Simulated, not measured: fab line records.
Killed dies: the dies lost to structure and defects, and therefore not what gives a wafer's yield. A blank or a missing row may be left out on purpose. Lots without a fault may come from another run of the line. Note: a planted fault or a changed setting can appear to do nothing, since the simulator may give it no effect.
fab line records | flow nandHarc
[record] lots = 7 wafers = 20 lastDay = 25
route steps=1159 shown A_STAIRCASE@552 END@1159
lots that met no fault: taken from a fault-free run of the same line
startH: hours from the record's opening day to when the first of the lot's shown wafers began | waitH: hours from the lot's prior step to this one | " as in the row above | L1.1+2: several wafers, shown together as one row | - no value, or no start was given | * or withheld: withheld | < > ~ a bound
route shown NAME@n: a module of which the file shows steps, and the number in the route of the first | usual: mean/standard deviation taken from wafers without a fault | same: alike in all rows | chamber/n: place in a boat | sites: readings site by site | _std_site: standard deviation of those values | _edge_site: outer sites' mean less inner sites' | radiusMm: how far each site lies from the wafer's centre | mask NAME#n: copy n | behind: the tool/chamber that last shaped the wafer | hold: cause of the lot's hold/its duration in hours/its outcome | device: whichever transistor did not switch (one of n, p or np) | end of line: tests of these same wafers at the route's end | step lacking rows: just its recipe | killed: count of dies lost to structure and defects at first sort (not the wafer's yield) | map: shows each die of a wafer: x if killed, . if not, _ if none is there
set.NAME: the run value of the setting; set.NAME@STEP: its run value at that earlier step | model.NAME: the simulator's own value behind a step, which no gauge read
lots seen at some steps along the route; tables by step, rows by wafer
services: the hour from which a tool's chamber was out of use, counted from the record's first day as startH (under 0 if before that day), plus the number of hours and why
[[steps]]
[step NHARC_A_STAIRCASE_TRIM_16]
[recipe] timeS = 211.2 o2FlowSccm = 500 arFlowSccm = 0 biasW = 0 chemistry = O2
[usual] drypumpMotorCurrentA = 5.7/0.47 oesProductAu = 1.003/0.014 rfVppV = 57.8/0.91 showerheadPlenumPTorr = 3.51/0.16 throttleValvePct = 17.036/0.0096
// columns lot.wafer tool chamber startH waitH drypumpMotorCurrentA oesProductAu rfHoursCounterH rfVppV showerheadPlenumPTorr throttleValvePct
L204.3 rieDiel-10 3 - - 6.0 1.000 22 56.8 3.63 17.039
L204.1 " 2 " " 5.6 1.007 19 56.3 3.44 17.048
L204.6 " 3 " " 6.0 1.003 - 58.3 3.63 17.031
L205.3 rieDiel-10 2 - - 5.6 1.003 30 56.7 3.43 17.039
L205.4 " 1 " " 6.3 1.005 - 58.1 3.27 17.043
L205.6 " 2 " " 5.6 1.006 - 58.5 3.43 17.044
L210.3 rieDiel-11 0 - - 6.1 0.997 35 58.4 3.57 17.035
L210.6 " 1 " " 5.2 0.979 - 57.0 3.33 17.054
L217.3 rieDiel-11 2 - - 6.5 0.999 21 57.5 3.57 17.027
L217.6 " 0 " " 6.1 1.001 - 59.3 3.56 17.042
L217.5 " 1 " " 5.2 0.981 - 58.2 3.32 17.040
L216.2 rieDiel-13 2 - - 5.4 0.995 13 58.0 3.68 17.028
L216.1 " 3 " " 4.9 1.025 13 56.6 3.33 17.011
L216.6 " 1 " " 5.6 0.995 - 58.4 3.43 17.041
L223.1 rieDiel-13 1 - - 5.6 1.002 33 56.8 3.42 17.041
L223.5 " 3 " " 5.0 1.013 - 58.0 3.32 17.025
L223.6 " 0 " " 5.3 1.020 - 59.0 3.79 17.035
L226.2 rieDiel-11 2 - - 6.5 1.002 6 60.0 3.55 17.037
L226.1 " 1 " " 5.2 1.019 5 57.5 3.31 17.049
L226.5 " 3 " " 5.9 1.002 - 56.9 3.47 17.042
[step NHARC_A_STAIRCASE_ETCH_17]
[recipe] targetDepthA = 1000 timeS = 40.5 ionEnergyEv = 400 c4f8FlowSccm = 20 o2FlowSccm = 10 arFlowSccm = withheld rfW = 600 biasW = 1000 chemistry = C4F8/O2
[usual] oesProductAu = 0.940/0.014 rfVppV = 895/5.8 runLengthS = 61.9/0.46
// columns lot.wafer tool chamber startH waitH oesProductAu rfHoursCounterH rfVppV runLengthS
L204.1 rieDiel-10 3 - - 0.930 23 899 62.2
L204.3 " 1 " " 0.938 22 886 61.8
L204.6 " 2 " " 0.945 - 893 61.5
L205.3 rieDiel-10 1 - - 0.930 33 887 61.9
L205.6 " 1 " " 0.939 - 886 61.8
L205.4 " 2 " " 0.945 - 893 62.0
L210.3 rieDiel-11 1 - - 0.921 38 889 62.4
L210.6 " 0 " " 0.941 - 897 62.2
L217.3 rieDiel-11 2 - - 0.944 21 898 61.3
L217.6 " 0 " " 0.942 - 898 62.3
L217.5 " 1 " " 0.924 - 888 62.6
L216.2 rieDiel-13 3 - - 0.977 13 889 62.2
L216.1 " 1 " " 0.934 12 893 62.2
L216.6 " 3 " " 0.965 - 889 62.3
L223.1 rieDiel-13 3 - - 0.946 31 888 62.2
L223.6 " 2 " " 0.929 - 900 62.5
L223.5 " 3 " " 0.952 - 887 62.4
L226.2 rieDiel-11 2 - - 0.929 6 896 61.2
L226.1 " 3 " " 0.941 6 893 61.5
L226.5 " 2 " " 0.931 - 897 61.2
[step NHARC_A_STAIRCASE_TRIM_18]
[recipe] timeS = 211.2 o2FlowSccm = 500 arFlowSccm = 0 biasW = 0 chemistry = O2
[usual] drypumpMotorCurrentA = 5.8/0.45 oesProductAu = 1.002/0.014 rfVppV = 57.7/0.89 showerheadPlenumPTorr = 3.52/0.15 throttleValvePct = 17.036/0.0081
// columns lot.wafer tool chamber startH waitH drypumpMotorCurrentA oesProductAu rfHoursCounterH rfVppV showerheadPlenumPTorr throttleValvePct
L204.1 rieDiel-10 2 - - 5.5 1.013 20 58.0 3.44 17.040
L204.3 " 1 " " 6.3 1.005 22 56.7 3.28 17.022
L204.6 " 1 " " 6.3 0.993 - 57.3 3.28 17.039
L205.3 rieDiel-10 3 - - 6.0 0.996 34 58.7 3.62 17.030
L205.4 " 2 " " 5.6 1.015 - 58.4 3.43 17.047
L205.6 " 3 " " 6.0 1.002 - 58.1 3.62 17.021
L210.3 rieDiel-11 0 - - 6.1 0.997 37 57.7 3.56 17.038
L210.6 " 0 " " 6.1 0.998 - 58.2 3.56 17.034
L217.3 rieDiel-11 0 - - 6.1 1.007 47 58.5 3.56 17.041
L217.6 " 1 " " 5.2 0.981 - 57.2 3.32 17.038
L217.5 " 2 " " 6.5 0.992 - 57.3 3.57 17.057
L216.2 rieDiel-13 1 - - 5.6 0.986 12 56.6 3.43 17.036
L216.1 " 2 " " 5.4 1.003 13 59.1 3.68 17.030
L216.6 " 1 " " 5.6 0.986 - 56.2 3.43 17.041
L223.1 rieDiel-13 2 - - 5.4 0.994 32 58.7 3.67 17.040
L223.5 " 0 " " 5.3 1.020 - 57.3 3.79 17.053
L223.6 " 1 " " 5.6 0.985 - 57.6 3.42 17.041
L226.2 rieDiel-11 1 - - 5.2 1.002 5 56.6 3.31 17.033
L226.1 " 3 " " 5.9 0.988 6 57.0 3.47 17.032
L226.5 " 0 " " 6.1 0.989 - 56.2 3.55 17.037
[step NHARC_A_STAIRCASE_ETCH_19]
[recipe] targetDepthA = 1000 timeS = 40.5 ionEnergyEv = 400 c4f8FlowSccm = 20 o2FlowSccm = 10 arFlowSccm = withheld rfW = 600 biasW = 1000 chemistry = C4F8/O2
[step NHARC_A_STAIRCASE_TRIM_20]
[recipe] timeS = 211.2 o2FlowSccm = 500 arFlowSccm = 0 biasW = 0 chemistry = O2
[usual] drypumpMotorCurrentA = 5.7/0.48 oesProductAu = 1.000/0.016 rfVppV = 57.7/0.8 showerheadPlenumPTorr = 3.50/0.15 throttleValvePct = 17.036/0.0094
// columns lot.wafer tool chamber startH waitH drypumpMotorCurrentA oesProductAu rfHoursCounterH rfVppV showerheadPlenumPTorr throttleValvePct
L204.3 rieDiel-11 0 230.44 0.1 6.1 1.002 14 59.7 3.58 17.019
L204.1 " 1 " " 5.2 0.963 14 56.8 3.34 17.050
L204.6 " 0 " " 6.1 0.999 - 58.1 3.58 17.037
L205.3 rieDiel-11 0 251.69 0.1 6.0 1.000 23 57.8 3.57 17.027
L205.4 " 1 " " 5.2 0.966 - 58.0 3.33 17.036
L205.6 " 3 " " 5.9 1.002 - 58.4 3.49 17.039
L210.3 rieDiel-11 3 284.66 0.2 5.9 1.005 35 57.7 3.49 17.024
L210.6 " 3 " " 5.9 1.004 - 57.6 3.49 17.034
L217.3 rieDiel-11 3 314.03 0.1 5.9 1.003 45 57.2 3.48 17.043
L217.6 " 2 " " 6.5 0.992 - 57.6 3.57 17.019
L217.5 " 3 " " 5.9 0.999 - 58.6 3.48 17.052
L216.1 rieDiel-11 1 320.43 0.1 5.2 0.979 50 57.2 3.32 17.037
L216.2 " 3 " " 5.9 1.000 47 58.2 3.48 17.028
L216.6 " 0 " " 6.0 0.997 - 57.6 3.56 17.044
L223.1 rieDiel-13 2 369.35 0.1 5.5 0.999 32 57.4 3.67 17.027
L223.6 " 2 " " 5.4 0.992 - 57.6 3.67 17.042
L223.5 " 3 " " 4.9 1.013 - 57.0 3.32 17.027
L226.1 rieDiel-11 0 388.70 0.1 6.0 0.993 5 57.5 3.55 17.032
L226.2 " 3 " " 5.9 1.000 6 59.0 3.47 17.051
L226.5 " 0 " " 6.0 0.994 - 57.5 3.55 17.033
[step NHARC_A_STAIRCASE_ETCH_21]
[recipe] targetDepthA = 1000 timeS = 40.5 ionEnergyEv = 400 c4f8FlowSccm = 20 o2FlowSccm = 10 arFlowSccm = withheld rfW = 600 biasW = 1000 chemistry = C4F8/O2
[step NHARC_A_STAIRCASE_TRIM_22]
[recipe] timeS = 211.2 o2FlowSccm = 500 arFlowSccm = 0 biasW = 0 chemistry = O2
[step NHARC_A_STAIRCASE_ETCH_23]
[recipe] targetDepthA = 1000 timeS = 40.5 ionEnergyEv = 400 c4f8FlowSccm = 20 o2FlowSccm = 10 arFlowSccm = withheld rfW = 600 biasW = 1000 chemistry = C4F8/O2
[step NHARC_A_STAIRCASE_TRIM_24]
[recipe] timeS = 211.2 o2FlowSccm = 500 arFlowSccm = 0 biasW = 0 chemistry = O2
[step NHARC_A_STAIRCASE_ETCH_25]
[recipe] targetDepthA = 1000 timeS = 40.5 ionEnergyEv = 400 c4f8FlowSccm = 20 o2FlowSccm = 10 arFlowSccm = withheld rfW = 600 biasW = 1000 chemistry = C4F8/O2
[usual] oesProductAu = 0.943/0.015 rfVppV = 895/5.3 runLengthS = 62.0/0.46
// columns lot.wafer tool chamber startH waitH oesProductAu rfHoursCounterH rfVppV runLengthS
L204.3 rieDiel-11 3 - - 0.956 15 894 61.6
L204.1 " 0 " " 0.948 15 899 62.5
L204.6 " 1 " " 0.924 - 889 62.4
L205.3 rieDiel-11 1 - - 0.911 23 888 63.3
L205.6 " 3 " " 0.938 - 895 61.9
L205.4 " 0 " " 0.925 - 898 62.6
L210.3 rieDiel-11 0 - - 0.933 38 895 62.0
L210.6 " 3 " " 0.943 - 895 61.6
L217.3 rieDiel-11 1 - - 0.918 48 888 62.8
L217.5 " 3 " " 0.947 - 894 61.9
L217.6 " 0 " " 0.933 - 897 62.1
L216.2 rieDiel-11 3 - - 0.945 47 893 61.9
L216.1 " 1 " " 0.910 50 889 62.6
L216.6 " 3 " " 0.940 - 895 61.8
L223.1 rieDiel-13 3 - - 0.968 31 888 62.1
L223.5 " 1 " " 0.949 - 892 62.0
L223.6 " 2 " " 0.940 - 901 62.2
L226.1 rieDiel-11 3 - - 0.951 6 892 61.6
L226.2 " 1 " " 0.964 5 886 63.1
L226.5 " 3 " " 0.954 - 895 61.5
[step NHARC_A_STAIRCASE_TRIM_26]
[recipe] timeS = 211.2 o2FlowSccm = 500 arFlowSccm = 0 biasW = 0 chemistry = O2
[step NHARC_A_STAIRCASE_ETCH_27]
[recipe] targetDepthA = 1000 timeS = 40.5 ionEnergyEv = 400 c4f8FlowSccm = 20 o2FlowSccm = 10 arFlowSccm = withheld rfW = 600 biasW = 1000 chemistry = C4F8/O2
[usual] oesProductAu = 0.945/0.017 rfVppV = 895/5.3 runLengthS = 62.0/0.51
// columns lot.wafer tool chamber startH waitH oesProductAu rfHoursCounterH rfVppV runLengthS
L204.3 rieDiel-11 3 231.46 - 0.950 15 894 61.8
L204.1 " 0 " " 0.941 15 897 62.0
L204.6 " 1 " " 0.919 - 889 62.7
L205.3 rieDiel-11 1 254.57 - 0.915 25 889 63.1
L205.6 " 0 " " 0.937 - 898 62.0
L205.4 " 1 " " 0.915 - 890 62.5
L210.3 rieDiel-11 2 286.88 - 0.941 13 897 74.4
L210.6 " 3 " " 0.946 - 894 62.1
L217.3 rieDiel-11 2 315.05 - 0.923 22 898 74.4
L217.5 " 0 " " 0.929 - 896 62.1
L217.6 " 1 " " 0.916 - 888 63.1
L216.1 rieDiel-11 3 321.77 - 0.956 48 893 61.6
L216.2 " 0 " " 0.950 49 895 75.6
L216.6 " 3 " " 0.960 - 894 61.6
L223.1 rieDiel-13 3 370.24 - 0.961 31 888 62.2
L223.5 " 3 " " 0.960 - 888 62.1
L223.6 " 0 " " 0.958 - 905 62.6
L226.1 rieDiel-11 1 389.60 - 0.957 5 889 63.0
L226.2 " 2 " " 0.947 7 898 61.4
L226.5 " 1 " " 0.958 - 890 62.9
[step NHARC_END_SORT_01]
[recipe] tempC = 25
[usual] killedAtArray = 27/10 killedAtOther = 0.6/0.83 killedAtPeriphery = 2.4/1.8 killedDies = 30/10 killedOpen = 3.3/1.7 killedShort = 1.8/1.4
[same] grossDies = 677
// columns lot.wafer tool chamber startH waitH killedAtArray killedAtOther killedAtPeriphery killedDies killedOpen killedShort
L204.1 prober-01 0 444.78 2.5 22 0 2 24 3 4
L204.3 prober-01 0 446.38 3.1 19 0 2 21 2 1
L204.6 prober-01 0 448.77 4.0 31 1 5 37 1 5
L210.3 prober-02 0 495.06 3.1 673 0 4 677 2 3
L217.3 prober-01 0 503.50 7.1 674 1 2 677 2 2
L217.5 prober-01 0 505.08 7.6 13 0 3 16 5 3
L217.6 prober-01 0 505.88 7.9 14 0 1 15 5 1
L216.1 prober-02 0 509.11 2.5 34 0 0 34 1 2
L216.2 prober-02 0 509.91 2.8 674 0 2 676 4 2
L216.6 prober-02 0 513.13 4.0 29 2 1 32 4 2
// killed by level:class
L204.1 A_CHANNEL_HOLE_D1:chamberFilmFlake=11 A_SLIT:chamberFilmFlake=3 A_CONTACT:geometricParticle:open=2 P_CONTACT:geometricParticle:open=1 P_M0:geometricParticle:short=1 A_ONON_D1:geometricParticle:short=1 A_CHANNEL_FILL_D1:geometricParticle:short=1 A_WL_FILL:geometricParticle:short=1
L204.3 A_CHANNEL_HOLE_D1:chamberFilmFlake=9 A_SLIT:chamberFilmFlake=6 P_CONTACT:geometricParticle:short=1 A_SOURCE_PLATE:geometricParticle:open=1 A_WL_FILL:geometricParticle:open=1 P_STI:chamberFilmFlake=1 A_ZERO_WELL:chamberFilmFlake=1 A_CONTACT:chamberFilmFlake=1
L204.6 A_CHANNEL_HOLE_D1:chamberFilmFlake=14 A_SLIT:chamberFilmFlake=8 A_CONTACT:chamberFilmFlake=3 P_BONDPAD:chamberFilmFlake=2 P_M0:geometricParticle:short=1 P_M1:geometricParticle:short=1 A_ONON_D1:geometricParticle:short=1 A_ONON_D1:geometricParticle:open=1
L210.3 A_STAIRCASE:areaEtch=663 A_CONTACT:chamberFilmFlake=4 A_ONON_D1:geometricParticle:short=2 P_BONDPAD:chamberFilmFlake=2 P_GATE:geometricParticle:open=1 A_M0:geometricParticle:open=1 A_M0:geometricParticle:short=1 P_STI:chamberFilmFlake=1
L217.3 A_STAIRCASE:areaEtch=649 A_CHANNEL_HOLE_D1:chamberFilmFlake=10 A_CONTACT:chamberFilmFlake=7 A_STAIRCASE:chamberFilmFlake=5 P_GATE:geometricParticle:open=1 A_CONTACT:geometricParticle:short=1 A_CONTACT:geometricParticle:open=1 A_BLC:geometricParticle:short=1
L217.5 A_CONTACT:chamberFilmFlake=3 A_ONON_D1:geometricParticle:open=2 A_CHANNEL_HOLE_D1:chamberFilmFlake=2 A_STAIRCASE:chamberFilmFlake=2 P_CONTACT:geometricParticle:open=1 P_M1:geometricParticle:open=1 P_M1:geometricParticle:short=1 A_SLIT:geometricParticle:short=1
L217.6 A_CONTACT:chamberFilmFlake=4 A_CHANNEL_HOLE_D1:chamberFilmFlake=3 A_STAIRCASE:chamberFilmFlake=2 P_M0:geometricParticle:open=1 A_ONON_D1:geometricParticle:short=1 A_CHANNEL_HOLE_D1:geometricParticle:open=1 A_SGD_CUT:geometricParticle:open=1 A_M0:geometricParticle:open=1
L216.1 A_CHANNEL_HOLE_D1:chamberFilmFlake=17 A_CONTACT:chamberFilmFlake=5 A_STAIRCASE:chamberFilmFlake=4 A_WL_FILL:chamberFilmFlake=4 A_ONON_D1:geometricParticle:short=2 A_SGD_CUT:geometricParticle:open=1 A_CHANNEL_FILL_D1:chamberFilmFlake=1
L216.2 A_STAIRCASE:areaEtch=646 A_CHANNEL_HOLE_D1:chamberFilmFlake=15 A_CONTACT:chamberFilmFlake=6 A_WL_FILL:chamberFilmFlake=2 P_CONTACT:geometricParticle:short=1 P_CONTACT:geometricParticle:open=1 A_ONON_D1:geometricParticle:open=1 A_WL_FILL:geometricParticle:open=1
L216.6 A_CHANNEL_HOLE_D1:chamberFilmFlake=17 A_CONTACT:chamberFilmFlake=4 A_STAIRCASE:chamberFilmFlake=3 A_CONTACT:geometricParticle:open=2 P_CONTACT:geometricParticle:open=1 A_CHANNEL_FILL_D1:geometricParticle:short=1 A_CHANNEL_FILL_D1:chamberFilmFlake=1 A_WL_FILL:geometricParticle:open=1
// map L210.3 (x killed, . not)
____________x____________
_________xxxxxxx_________
_______xxxxxxxxxxx_______
______xxxxxxxxxxxxx______
_____xxxxxxxxxxxxxxx_____
____xxxxxxxxxxxxxxxxx____
____xxxxxxxxxxxxxxxxx____
___xxxxxxxxxxxxxxxxxxx___
___xxxxxxxxxxxxxxxxxxx___
__xxxxxxxxxxxxxxxxxxxxx__
__xxxxxxxxxxxxxxxxxxxxx__
_xxxxxxxxxxxxxxxxxxxxxxx_
_xxxxxxxxxxxxxxxxxxxxxxx_
_xxxxxxxxxxxxxxxxxxxxxxx_
_xxxxxxxxxxxxxxxxxxxxxxx_
_xxxxxxxxxxxxxxxxxxxxxxx_
xxxxxxxxxxxxxxxxxxxxxxxxx
xxxxxxxxxxxxxxxxxxxxxxxxx
xxxxxxxxxxxxxxxxxxxxxxxxx
xxxxxxxxxxxxxxxxxxxxxxxxx
xxxxxxxxxxxxxxxxxxxxxxxxx
_xxxxxxxxxxxxxxxxxxxxxxx_
_xxxxxxxxxxxxxxxxxxxxxxx_
_xxxxxxxxxxxxxxxxxxxxxxx_
_xxxxxxxxxxxxxxxxxxxxxxx_
_xxxxxxxxxxxxxxxxxxxxxxx_
__xxxxxxxxxxxxxxxxxxxxx__
__xxxxxxxxxxxxxxxxxxxxx__
___xxxxxxxxxxxxxxxxxxx___
___xxxxxxxxxxxxxxxxxxx___
____xxxxxxxxxxxxxxxxx____
____xxxxxxxxxxxxxxxxx____
_____xxxxxxxxxxxxxxx_____
______xxxxxxxxxxxxx______
_______xxxxxxxxxxx_______
_________xxxxxxx_________
____________x____________
// map L216.2 (x killed, . not)
____________x____________
_________xxxxxxx_________
_______xxxxxxxxxxx_______
______xxxxxxxxxxxxx______
_____xxxxxxxxxxxxxxx_____
____xxxxxxxxxxxxxxxxx____
____xxxxxxxxxxxxxxxxx____
___xxxxxxxxxxxxxxxxxxx___
___xxxxxxxxxxxxxxxxxxx___
__xxxxxxxxxxxxxxxxxxxxx__
__xxxxxxxxxxxxxxxxxxxxx__
_xxxxxxxxxxxxxxxxxxxxxxx_
_xxxxxxxxxxxxxxxxxxxxxxx_
_xxxxxxxxxxxxxxxxxxxxxxx_
_xxxxxxxxxxxxxxxxxxxxxxx_
_xxxxxxxxxxxxxxxxxxxxxxx_
xxxxxxxxxxxxxxxxxxxxxxxxx
xxxxxxxxxxxxxxxxxxxxxxxxx
xxxxxxxxxxxxxxxxxxxxxxxxx
xxxxxxxxxxxx.xxxxxxxxxxxx
xxxxxxxxxxxxxxxxxxxxxxxxx
_xxxxxxxxxxxxxxxxxxxxxxx_
_xxxxxxxxxxxxxxxxxxxxxxx_
_xxxxxxxxxxxxxxxxxxxxxxx_
_xxxxxxxxxxxxxxxxxxxxxxx_
_xxxxxxxxxxxxxxxxxxxxxxx_
__xxxxxxxxxxxxxxxxxxxxx__
__xxxxxxxxxxxxxxxxxxxxx__
___xxxxxxxxxxxxxxxxxxx___
___xxxxxxxxxxxxxxxxxxx___
____xxxxxxxxxxxxxxxxx____
____xxxxxxxxxxxxxxxxx____
_____xxxxxxxxxxxxxxx_____
______xxxxxxxxxxxxx______
_______xxxxxxxxxxx_______
_________xxxxxxx_________
____________x____________
[[services]]
// columns tool chamber startH hours kind
rieDiel-10 2 206.85 1.4 repair
rieDiel-13 3 214.06 10.1 repair
rieDiel-11 0 223.21 - clean
rieDiel-11 1 223.21 - clean
rieDiel-11 2 223.21 - clean
rieDiel-11 3 223.21 - clean
rieDiel-11 - 237.80 0.4 repair
rieDiel-11 0 247.79 - clean
rieDiel-11 1 247.79 - clean
rieDiel-11 2 247.79 - clean
rieDiel-11 3 247.79 - clean
rieDiel-11 0 272.29 - clean
rieDiel-11 1 272.29 - clean
rieDiel-11 2 272.29 - clean
rieDiel-11 3 272.29 - clean
rieDiel-13 - 276.00 9.0 pm
rieDiel-11 0 296.81 - clean
rieDiel-11 1 296.81 - clean
rieDiel-11 2 296.81 - clean
rieDiel-11 3 296.81 - clean
rieDiel-10 2 344.04 9.2 repair
rieDiel-10 - 353.50 9.0 pm
rieDiel-11 - 366.65 9.0 pm
rieDiel-10 3 373.61 6.9 repair
[[key]]
[firstSign] step = NHARC_A_STAIRCASE_ETCH_27 reading = runLengthS direction = up sigmas = 25 usual = * struck = *
[effect] step = NHARC_END_SORT_01 reading = killedAtArray direction = up sigmas = 63 usual = 27 struck = 674
[moreKillsBornAt] NHARC_A_STAIRCASE_ETCH_27@rieDiel-11 = 1958
metAt NHARC_A_STAIRCASE_ETCH_27
struckWafers L210.3,L216.2,L217.3
laterRowsLeftOut L210.3,L216.2,L217.3
testerLeftOut L210,L216,L217
onsetBetween 254.57 286.88
[fault] kind = processParameterDrift tool = rieDiel-11 chamber = - onsetH = 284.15 steps = NHARC_A_STAIRCASE_ETCH_27 channel = timeS offset = * shape = step endH = 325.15 scope = struckWafersOnly actsIn = * stated = *
// testerLeftOut: of these lots the tester's yield and bins aren't shown, on N5 and GAA mostly nor the transistor test; their killed dies are dies lost to structure and defects alone, not to doping, threshold or leakage, so they don't give the yield
// laterRowsLeftOut: the simulator's readings of these wafers behind a module that went badly wrong aren't trusted and aren't shown, but for the sort
